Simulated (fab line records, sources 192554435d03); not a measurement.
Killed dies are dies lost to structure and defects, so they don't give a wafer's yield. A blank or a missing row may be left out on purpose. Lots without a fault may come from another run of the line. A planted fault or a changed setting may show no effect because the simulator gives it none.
fab line records | flow n5_finfet
record lots=7 wafers=39
route steps=1938 shown ZERO_LAYER@11 FIN_SAQP@134 SD_EPI_P@321 SD_ACTIVATION@330 BEOL_M0_SAQP@672 BEOL_M2@841
start_h: hours from the record's first day to the start of the lot's first wafer shown | wait_h: hours since the lot's step before | " the same as in the row above | L1.1+2: a row that stands for several wafers | - no value, or no start given | * or withheld: withheld | < > ~ a bound
route shown NAME@n: a module of which the file shows steps, and the number in the route of the first | usual: mean/standard deviation of fault-free wafers | same: alike in all rows | chamber/n: place in a boat | sites: the reading at each site | _std_site: their standard deviation | _edge_site: outer sites' mean less inner sites' | radius_mm: how far each site lies from the wafer's centre | mask NAME#n: copy n | behind: the tool/chamber that last shaped the wafer | hold: why the lot was held/for how many hours/how that ended | device: the transistor (n, p or np) that didn't switch | end of line: the same wafers' tests at the end of the route | a step without rows: its recipe alone | killed: dies lost to structure and defects at the first sort, not the wafer's yield | map: a wafer's dies, x killed, . not, _ none there
set.NAME: the setting as run; set.NAME@STEP: as run at that earlier step | model.NAME: the simulator's own value behind a step, which no gauge read
lots whose settings were changed on purpose; a table a step, a row a wafer
## steps
# step N5_ZERO_LAYER_DEVELOP_10
# recipe develop_time_s=60 rinse_liquid=diw dry=air_spin dev_temp_c=21
# columns lot.wafer tool chamber start_h wait_h set.develop_time_s
L074.1+2+6 litho_track-05 0 - - 60
L074.3+4+5 " 0 " " 42.27
L078.1+2+4 litho_track-02 0 - - 82
L078.3+5+6 " 0 " " 60
L083.2+4+6 litho_track-05 0 - - 60
L085.1+2+3+4+5+6 litho_track-01 0 - - 60
L091.1+3+4 litho_track-01 0 - - 24.65
L091.2+5+6 " 0 " " 60
L092.1+2+4 litho_track-05 0 - - 69.76
L092.3+5+6 " 0 " " 60
L094.1+2+3+4+5+6 litho_track-01 0 - - 60
# step N5_ZERO_LAYER_HARDBAKE_23
# recipe temp_c=130 time_s=120
# step N5_ZERO_LAYER_CD_MEAS_11
# recipe target_cd_nm=2000 landing_energy_ev=500 detector=se_inlens
# usual cd_nm=2000.5/2.3
# columns lot.wafer tool chamber start_h wait_h set.develop_time_s@ZERO_LAYER_DEVELOP_10 cd_nm
L074.1 cd_sem-03 0 12.77 - 60 2000.5
L074.2 " 0 " " 60 2004.6
L074.3 " 0 " " 42.27 1993.2
L074.4 " 0 " " 42.27 1994.6
L074.5 " 0 " " 42.27 1993.1
L074.6 " 0 " " 60 2000.8
L078.1 cd_sem-02 0 36.77 - 82 2007.2
L078.2 " 0 " " 82 2010.2
L078.3 " 0 " " 60 2004.0
L078.4 " 0 " " 82 2007.5
L078.5 " 0 " " 60 1999.1
L078.6 " 0 " " 60 2002.4
L083.2 cd_sem-03 0 66.66 - 60 2002.2
L083.4 " 0 " " 60 2001.5
L083.6 " 0 " " 60 1999.2
L085.1 cd_sem-02 0 78.77 - 60 1999.3
L085.2 " 0 " " 60 2000.3
L085.3 " 0 " " 60 2000.0
L085.4 " 0 " " 60 1996.5
L085.5 " 0 " " 60 2001.3
L085.6 " 0 " " 60 2001.4
L091.1 cd_sem-03 0 114.64 - 24.65 1979.2
L091.2 " 0 " " 60 1995.9
L091.3 " 0 " " 24.65 1980.7
L091.4 " 0 " " 24.65 1981.0
L091.5 " 0 " " 60 2000.5
L091.6 " 0 " " 60 1997.9
L092.1 cd_sem-03 0 120.81 - 69.76 2003.7
L092.2 " 0 " " 69.76 2001.1
L092.3 " 0 " " 60 1997.6
L092.4 " 0 " " 69.76 2007.0
L092.5 " 0 " " 60 1998.7
L092.6 " 0 " " 60 2001.3
L094.1 cd_sem-02 0 132.64 - 60 1997.6
L094.2 " 0 " " 60 1997.9
L094.3 " 0 " " 60 1997.1
L094.4 " 0 " " 60 1994.8
L094.5 " 0 " " 60 1999.1
L094.6 " 0 " " 60 1999.3
# step N5_ZERO_LAYER_DESCUM_16
# recipe chemistry=O2 time_s=7.9 source_power_w=50 bias_power_w=20 pressure_mtorr=20 rf_frequency_hz=2.712e+07 temp_c=40 o2_flow_sccm=225
# columns lot.wafer tool chamber start_h wait_h set.develop_time_s@ZERO_LAYER_DEVELOP_10 model.ZERO_LAYER.cd_nm
L074.1+6 rie_diel-01 1,0 12.80 0.0 60 2000
L074.2 " 3 " " 60 2004
L074.3+5 " 2,3 " " 42.27 1993
L074.4 " 0 " " 42.27 1995
L078.1 rie_diel-06 2 36.80 0.0 82 2007
L078.2 " 0 " " 82 2010
L078.3 " 3 " " 60 2004
L078.4 " 1 " " 82 2008
L078.5 " 3 " " 60 1999
L078.6 " 2 " " 60 2002
L083.2+4 rie_diel-03 2,0 66.70 0.0 60 2002
L083.6 " 3 " " 60 1999
L085.1 rie_diel-01 1 78.80 0.0 60 1999
L085.2+5+6 " 3,2,1 " " 60 2001
L085.3 " 2 " " 60 2000
L085.4 " 0 " " 60 1997
L091.1 rie_diel-06 3 114.68 0.0 24.65 1980
L091.2 " 1 " " 60 1996
L091.3+4 " 2,0 " " 24.65 1981
L091.5 " 1 " " 60 2001
L091.6 " 2 " " 60 1998
L092.1 rie_diel-06 0 120.85 0.0 69.76 2004
L092.2 " 3 " " 69.76 2001
L092.3 " 1 " " 60 1997
L092.4 " 2 " " 69.76 2006
L092.5 " 2 " " 60 1999
L092.6 " 3 " " 60 2001
L094.1+2 rie_diel-03 3,0 132.68 0.0 60 1998
L094.3 " 1 " " 60 1997
L094.4 " 2 " " 60 1995
L094.5+6 " 3,0 " " 60 1999
# step N5_FIN_SAQP_ETCH_69
# recipe chemistry=N2/H2 target=SOC target_depth_a=1500 stop_on=SiNx ion_energy_ev=100 bias_w=61 pressure_mtorr=30 source_w=850 n2_flow_sccm=200 h2_flow_sccm=200
# columns lot.wafer tool chamber start_h wait_h set.target_depth_a model.SOC_of_FIN_SAQP_COAT_68.thk_nm model.etch.depth_nm
L074.1 rie_diel-05 0 24.88 - 979.1 41.4 33.88
L074.2 " 3 " " 979.1 38.8 35.43
L074.3 " 1 " " 1500 10.2 51.91
L074.4 " 0 " " 979.1 41.6 33.97
L074.5 " 3 " " 1500 5.4 54.59
L074.6 " 1 " " 1500 10 51.99
L078.1 rie_diel-04 3 49.50 - 790.1 51 28.61
L078.2 " 2 " " 1500 4.6 55
L078.3 " 0 " " 790.1 50.4 29.01
L078.4 " 1 " " 1500 10.6 51.92
L078.5 " 2 " " 1500 5.2 55
L078.6 " 3 " " 790.1 51 28.74
L083.2 rie_diel-02 2 78.90 - 1500 2 55
L083.4 " 1 " " 1500 9.8 52.42
L083.6 " 3 " " 1500 3 55
L085.1+2+4 rie_diel-02 3,1,0 93.24 - 1955 0 55
L085.3 " 2 " " 1500 2 55
L085.5 " 3 " " 1500 3.4 55
L085.6 " 0 " " 1500 8.8 52.65
L091.1 rie_diel-04 2 128.19 - 1500 5.2 54.65
L091.2+3+4 " 0,1,3 " " 2104 0 55
L091.5 " 3 " " 1500 6 54.39
L091.6 " 0 " " 1500 6.4 54.01
L092.1 rie_diel-04 0 133.01 - 1003 37.6 36.08
L092.2 " 1 " " 1003 39.8 34.7
L092.3 " 3 " " 1500 6.8 53.86
L092.4 " 2 " " 1500 5.8 54.59
L092.5 " 0 " " 1500 7.2 53.71
L092.6 " 1 " " 1003 39.4 34.92
L094.1 rie_diel-05 2 145.52 - 1500 5.4 54.84
L094.2 " 1 " " 1500 10.8 51.52
L094.3 " 0 " " 1500 9.6 52.33
L094.4+5 " 3 " " 1500 4.6 55
L094.6 " 0 " " 1500 8.8 52.66
# step N5_SD_EPI_P_EPI_21
# recipe material=SiGe:B dopant=B temp_c=550 pressure_torr=20 ambient=H2 time_s=355
# columns lot.wafer tool chamber start_h wait_h set.time_s model.SiGe-B_of_SD_EPI_P_EPI_21.thk_nm
L074.1+5 epi_rpcvd-03 0 59.30 0.1 189.7 35.8
L074.2 " 0 " " 355 62.2
L074.3 " 0 " " 355 61.8
L074.4 " 0 " " 355 62.4
L074.6 " 0 " " 189.7 36.2
L078.1+3 epi_rpcvd-02 0 81.05 0.1 191.9 35.6
L078.2+6 " 0 " " 355 61
L078.4 " 0 " " 191.9 35.8
L078.5 " 0 " " 355 60.4
L083.2+4 epi_rpcvd-03 0 109.81 0.5 355 59.8
L083.6 " 0 111.25 1.8 355 60.2
L085.1 epi_rpcvd-04 0 124.04 0.2 355 60.2
L085.2+3 " 0 " " 355 61
L085.4 " 0 " " 355 61.6
L085.5 " 0 " " 355 60.4
L085.6 " 0 " " 355 61.2
L091.1+4 epi_rpcvd-04 0 160.52 0.3 425.8 68
L091.2+3 " 0 " " 355 60
L091.5 " 0 163.08 2.6 425.8 69
L091.6 " 0 " " 355 60.6
L092.1 epi_rpcvd-02 0 163.03 0.1 355 60.8
L092.2 " 0 " " 355 61.2
L092.3+5+6 " 0 " " 355 61.4
L092.4 " 0 " " 355 61
L094.1 epi_rpcvd-04 0 176.29 0.2 355 60
L094.2 " 0 " " 297.3 54.6
L094.3+6 " 0 " " 297.3 54.2
L094.4 " 0 " " 355 61.6
L094.5 " 0 " " 355 61.4
# step N5_SD_EPI_P_EPI_MEAS_23
# recipe mode=xrd
# usual thk_nm=61.2/1
# columns lot.wafer tool chamber start_h wait_h set.time_s@SD_EPI_P_EPI_21 thk_nm
L074.1 film_metro-01 - 61.49 1.9 189.7 36.7
L074.2 " - " " 355 62.3
L074.3 " - " " 355 62.7
L074.4 " - " " 355 61.4
L074.5 " - " " 189.7 35.9
L074.6 " - " " 189.7 37.1
L078.1 film_metro-02 - 83.25 1.9 191.9 36.1
L078.2 " - " " 355 59.8
L078.3 " - " " 191.9 36.5
L078.4 " - " " 191.9 36.9
L078.5 " - " " 355 60.9
L078.6 " - " " 355 59.3
L083.2 film_metro-02 - 111.65 1.5 355 60.8
L083.4 " - " " 355 62.9
L083.6 " - " " 355 59.7
L085.1 film_metro-02 - 126.95 2.4 355 61.2
L085.2 " - " " 355 61.0
L085.3 " - " " 355 61.5
L085.4 " - " " 355 61.9
L085.5 " - " " 355 61.3
L085.6 " - " " 355 59.5
L091.1 film_metro-01 - 164.39 3.2 425.8 67.5
L091.2 " - " " 355 59.8
L091.3 " - " " 355 59.9
L091.4 " - " " 425.8 68.0
L091.5 " - " " 425.8 68.6
L091.6 " - " " 355 60.1
L092.1 film_metro-02 - 165.23 1.8 355 61.7
L092.2 " - " " 355 60.7
L092.3 " - " " 355 62.7
L092.4 " - " " 355 61.6
L092.5 " - " " 355 60.7
L092.6 " - " " 355 61.4
L094.1 film_metro-02 - 179.21 2.4 355 59.4
L094.2 " - " " 297.3 55.3
L094.3 " - " " 297.3 53.6
L094.4 " - " " 355 62.4
L094.5 " - " " 355 60.1
L094.6 " - " " 297.3 53.8
# step N5_SD_EPI_P_HM_STRIP_48
# recipe chemistry=H3PO4 temp_c=160 material=SiNx target=SiNx target_depth_a=30 overetch_fraction=0.3
# columns lot.wafer tool chamber start_h wait_h set.time_s@SD_EPI_P_EPI_21 model.SiGe-B_of_SD_EPI_P_EPI_21.thk_nm
L074.1+5 wet_bench-03 7,0 61.53 0.0 189.7 35.6
L074.2 " 6 " " 355 61.8
L074.3 " 1 " " 355 61.4
L074.4 " 2 " " 355 62
L074.6 " 3 " " 189.7 36
L078.1+4 wet_bench-03 0,3 83.29 0.0 191.9 35.6
L078.2 " 6 " " 355 60.6
L078.3 " 7 " " 191.9 35.4
L078.5 " 5 " " 355 60.2
L078.6 " 4 " " 355 60.8
L083.2+4 wet_bench-04 0,7 111.69 0.0 355 59.6
L083.6 " 6 " " 355 60
L085.1+5 wet_bench-03 5,0 126.99 0.0 355 60
L085.2+3+6 " 6,3,4 " " 355 60.8
L085.4 " 7 " " 355 61.4
L091.1+4 wet_bench-04 0,7 164.43 0.0 425.8 67.6
L091.2 " 4 " " 355 59.8
L091.3 " 5 " " 355 59.6
L091.5 " 6 " " 425.8 68.6
L091.6 " 1 " " 355 60.4
L092.1 wet_bench-03 6 165.26 0.0 355 60.4
L092.2+4 " 3,2 " " 355 60.8
L092.3+6 " 1,4 " " 355 61
L092.5 " 5 " " 355 61.2
L094.1 wet_bench-04 2 179.25 0.0 355 59.8
L094.2 " 1 " " 297.3 54.4
L094.3+6 " 5,6 " " 297.3 53.8
L094.4 " 0 " " 355 61.4
L094.5 " 7 " " 355 61.2
# step N5_SD_EPI_P_SRD_49
# recipe dry=ipa_marangoni time_s=30 temp_c=23 rinse_liquid=diw
# step N5_SD_EPI_P_PRECLEAN_24
# recipe chemistry=O3/DIW time_s=45 temp_c=22 o3_ppm=10
# step N5_SD_ACTIVATION_RTA_00
# recipe temp_c=975 time_s=0 ambient=N2 idle_temp_c=600 ramp_up_c_per_s=150 ramp_down_c_per_s=60 cool_to_c=600
# step N5_SD_ACTIVATION_LSA_01
# recipe temp_c=1080 time_s=0.0008 ambient=N2
# step N5_SD_ACTIVATION_RS_MEAS_03
# recipe thk_meas_gauge=four-point-probe
# usual RS_SD_N=22.0/0.33 RS_SD_P=55.9/0.81
# columns lot.wafer tool chamber start_h wait_h set.time_s@SD_EPI_P_EPI_21 RS_SD_N[ohm/sq] RS_SD_P[ohm/sq]
L074.1 film_metro-01 - 62.11 0.2 189.7 21.5 94.7
L074.2 " - " " 355 21.5 55.1
L074.3 " - " " 355 21.6 55.3
L074.4 " - " " 355 21.6 54.4
L074.5 " - " " 189.7 21.5 95.2
L074.6 " - " " 189.7 21.8 94.3
L078.1 film_metro-01 - 83.86 0.2 191.9 22.0 94.2
L078.2 " - " " 355 22.0 54.9
L078.3 " - " " 191.9 21.8 95.2
L078.4 " - " " 191.9 21.9 93.5
L078.5 " - " " 355 22.3 55.4
L078.6 " - " " 355 22.1 55.0
L083.2 film_metro-02 - 112.28 0.2 355 21.9 57.3
L083.4 " - " " 355 22.2 57.0
L083.6 " - " " 355 22.2 56.9
L085.1 film_metro-02 - 127.67 0.2 355 21.9 56.1
L085.2 " - " " 355 21.8 55.0
L085.3 " - " " 355 21.6 55.3
L085.4 " - " " 355 22.3 54.7
L085.5 " - " " 355 21.7 56.0
L085.6 " - " " 355 21.9 55.1
L091.1 film_metro-01 - 165.01 0.2 425.8 22.4 50.3
L091.2 " - " " 355 22.4 56.4
L091.3 " - " " 355 22.1 57.0
L091.4 " - " " 425.8 21.9 50.5
L091.5 " - " " 425.8 22.4 49.7
L091.6 " - " " 355 22.4 56.0
L092.1 film_metro-02 - 165.85 0.2 355 21.5 56.4
L092.2 " - " " 355 21.9 55.7
L092.3 " - " " 355 21.7 55.9
L092.4 " - " " 355 21.9 56.1
L092.5 " - " " 355 21.5 56.1
L092.6 " - " " 355 22.1 55.3
L094.1 film_metro-01 - 179.84 0.2 355 22.0 57.6
L094.2 " - " " 297.3 22.0 63.2
L094.3 " - " " 297.3 22.0 63.6
L094.4 " - " " 355 21.7 55.7
L094.5 " - " " 355 22.0 55.8
L094.6 " - " " 297.3 21.9 63.6
# step N5_BEOL_M0_SAQP_ETCH_106
# recipe chemistry=N2/H2 target=SOC target_depth_a=1500 stop_on=SiNx ion_energy_ev=100 bias_w=61 pressure_mtorr=30 source_w=850 n2_flow_sccm=200 h2_flow_sccm=200
# columns lot.wafer tool chamber start_h wait_h set.target_depth_a model.SOC_of_BEOL_M0_SAQP_COAT_105.thk_nm
L074.1 rie_diel-01 3 115.97 - 1500 24.6
L074.2 " 2 " " 617.9 70.2
L074.3+5 " 0 " " 1500 26.2
L074.4 " 3 " " 617.9 69
L074.6 " 2 " " 617.9 69.6
L078.1 rie_diel-01 1 132.40 - 1500 22.6
L078.2 " 0 " " 1500 25.6
L078.3 " 3 " " 1500 23.2
L078.4 " 2 " " 698.6 65
L078.5 " 1 " " 698.6 64
L078.6 " 0 " " 698.6 65.4
L083.2 rie_diel-03 1 165.01 - 1500 22
L083.4 " 0 " " 1500 25.2
L083.6 " 0 " " 1500 24.6
L085.1+3 rie_diel-06 0,3 180.25 - 601.8 70.6
L085.2 " 1 " " 601.8 68
L085.4 " 2 " " 1500 26
L085.5 " 3 " " 1500 27.2
L085.6 " 2 " " 1500 25.8
L091.1 rie_diel-01 2 217.83 - 1500 26.6
L091.2 " 0 " " 1500 27
L091.3 " 1 " " 1500 23.2
L091.4 " 3 " " 1500 24.8
L091.5 " 1 " " 1500 23.4
L091.6 " 0 " " 1500 26.8
L092.1 rie_diel-03 2 222.73 - 837 57.6
L092.2 " 3 " " 1500 23.2
L092.3 " 1 " " 837 56.8
L092.4 " 0 " " 1500 25
L092.5 " 0 " " 1500 25.8
L092.6 " 1 " " 837 57
L094.1+3 rie_diel-01 0,2 234.60 - 773.9 62.2
L094.2 " 3 " " 1500 24
L094.4 " 1 " " 1500 22.8
L094.5 " 3 " " 773.9 61.4
L094.6 " 0 " " 1500 26.2
# step N5_BEOL_M2_ILD_DEP_00
# recipe material=SiOC target_thk_a=790 temp_c=350 precursor=DEMS/O2 pressure_torr=5 rf_w=500 time_s=15.3
# columns lot.wafer tool chamber start_h wait_h set.target_thk_a model.SiOC_of_BEOL_M2_ILD_DEP_00.thk_nm
L074.1 pecvd-03 0 157.59 0.0 521.8 51.4
L074.2 " 2 " " 790 77.6
L074.3 " 1 " " 790 78.4
L074.4 " 2 " " 521.8 51.8
L074.5 " 1 " " 790 78.8
L074.6 " 0 " " 521.8 52.4
L078.1 pecvd-04 0 160.24 0.0 987.7 96.6
L078.2 " 2 " " 790 76.2
L078.3 " 1 " " 790 75.6
L078.4 " 2 " " 790 77.2
L078.5 " 0 " " 987.7 97.6
L078.6 " 1 " " 987.7 97
L083.2 pecvd-04 2 189.82 0.0 790 78
L083.4 " 1 " " 790 79.6
L083.6 " 0 " " 790 79.2
L085.1 pecvd-04 1 200.25 0.0 790 76.8
L085.2 " 2 " " 790 77.4
L085.3 " 1 " " 790 78.8
L085.4+6 " 2,1 " " 790 78
L085.5 " 2 " " 790 78.6
L091.1 pecvd-01 2 240.05 0.0 790 79.4
L091.2 " 1 " " 790 79.2
L091.3 " 0 " " 790 79.8
L091.4+5 " 1,0 " " 790 80
L091.6 " 2 " " 790 80.4
L092.1 pecvd-01 2 247.29 0.0 790 78.6
L092.2 " 1 " " 790 77.8
L092.3 " 0 " " 1181 118
L092.4 " 2 " " 1181 119.6
L092.5 " 1 " " 790 79.6
L092.6 " 0 " " 1181 120.2
L094.1 pecvd-03 2 252.60 0.0 790 79
L094.2 " 1 " " 790 78.8
L094.3 " 0 " " 964.7 96.6
L094.4 " 2 " " 790 79.6
L094.5 " 1 " " 964.7 97.8
L094.6 " 0 " " 964.7 97.6
# step N5_BEOL_M2_THK_MEAS_01
# recipe reads=SiOC_of_BEOL_M2_ILD_DEP_00
# usual M2_ILD_THK=78.9/1.1
# columns lot.wafer tool chamber start_h wait_h set.target_thk_a@BEOL_M2_ILD_DEP_00 M2_ILD_THK[nm]
L074.1 film_metro-01 - 157.66 0.0 521.8 51.4
L074.2 " - " " 790 77.6
L074.3 " - " " 790 78.5
L074.4 " - " " 521.8 51.8
L074.5 " - " " 790 78.7
L074.6 " - " " 521.8 52.3
L078.1 film_metro-02 - 160.31 0.0 987.7 96.6
L078.2 " - " " 790 76.2
L078.3 " - " " 790 75.5
L078.4 " - " " 790 77.2
L078.5 " - " " 987.7 97.6
L078.6 " - " " 987.7 97.0
L083.2 film_metro-01 - 189.89 0.1 790 77.9
L083.4 " - " " 790 79.6
L083.6 " - " " 790 79.1
L085.1 film_metro-01 - 200.34 0.1 790 76.9
L085.2 " - " " 790 77.3
L085.3 " - " " 790 78.7
L085.4 " - " " 790 77.9
L085.5 " - " " 790 78.6
L085.6 " - " " 790 78.1
L091.1 film_metro-02 - 240.12 0.0 790 79.3
L091.2 " - " " 790 79.2
L091.3 " - " " 790 79.9
L091.4 " - " " 790 80.0
L091.5 " - " " 790 79.9
L091.6 " - " " 790 80.4
L092.1 film_metro-01 - 247.35 0.0 790 78.5
L092.2 " - " " 790 77.8
L092.3 " - " " 1181 117.9
L092.4 " - " " 1181 119.6
L092.5 " - " " 790 79.5
L092.6 " - " " 1181 120.2
L094.1 film_metro-02 - 252.67 0.0 790 78.9
L094.2 " - " " 790 78.7
L094.3 " - " " 964.7 96.7
L094.4 " - " " 790 79.7
L094.5 " - " " 964.7 97.8
L094.6 " - " " 964.7 97.6
## key
split step=N5_ZERO_LAYER_DEVELOP_10 setting=develop_time_s stated=60 by=wafer
response step=N5_ZERO_LAYER_CD_MEAS_11 reading=cd_nm change=+0.27 per=1% r=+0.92
response step=N5_ZERO_LAYER_DESCUM_16 reading=model.ZERO_LAYER.cd_nm change=+0.266 per=1% r=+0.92
split step=N5_FIN_SAQP_ETCH_69 setting=target_depth_a stated=1500 by=wafer
response step=N5_FIN_SAQP_ETCH_69 reading=model.SOC_of_FIN_SAQP_COAT_68.thk_nm shape=bent at_lowest=50.8 at_stated=6.508 at_highest=0
response step=N5_FIN_SAQP_ETCH_69 reading=model.etch.depth_nm shape=bent at_lowest=28.79 at_stated=53.83 at_highest=55
split step=N5_SD_EPI_P_EPI_21 setting=time_s stated=355 by=wafer
response step=N5_SD_EPI_P_EPI_21 reading=model.SiGe-B_of_SD_EPI_P_EPI_21.thk_nm change=+0.535 per=1% r=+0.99
response step=N5_SD_EPI_P_EPI_MEAS_23 reading=thk_nm change=* per=1% r=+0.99
response step=N5_SD_EPI_P_HM_STRIP_48 reading=model.SiGe-B_of_SD_EPI_P_EPI_21.thk_nm change=+0.532 per=1% r=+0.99
response step=N5_SD_ACTIVATION_RS_MEAS_03 reading=RS_SD_P change=-0.789 per=1% r=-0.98
split step=N5_BEOL_M0_SAQP_ETCH_106 setting=target_depth_a stated=1500 by=wafer
response step=N5_BEOL_M0_SAQP_ETCH_106 reading=model.SOC_of_BEOL_M0_SAQP_COAT_105.thk_nm change=-0.749 per=1% r=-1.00
split step=N5_BEOL_M2_ILD_DEP_00 setting=target_thk_a stated=790 by=wafer
response step=N5_BEOL_M2_ILD_DEP_00 reading=model.SiOC_of_BEOL_M2_ILD_DEP_00.thk_nm change=+0.811 per=1% r=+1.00
response step=N5_BEOL_M2_THK_MEAS_01 reading=M2_ILD_THK change=+0.812 per=1% r=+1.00
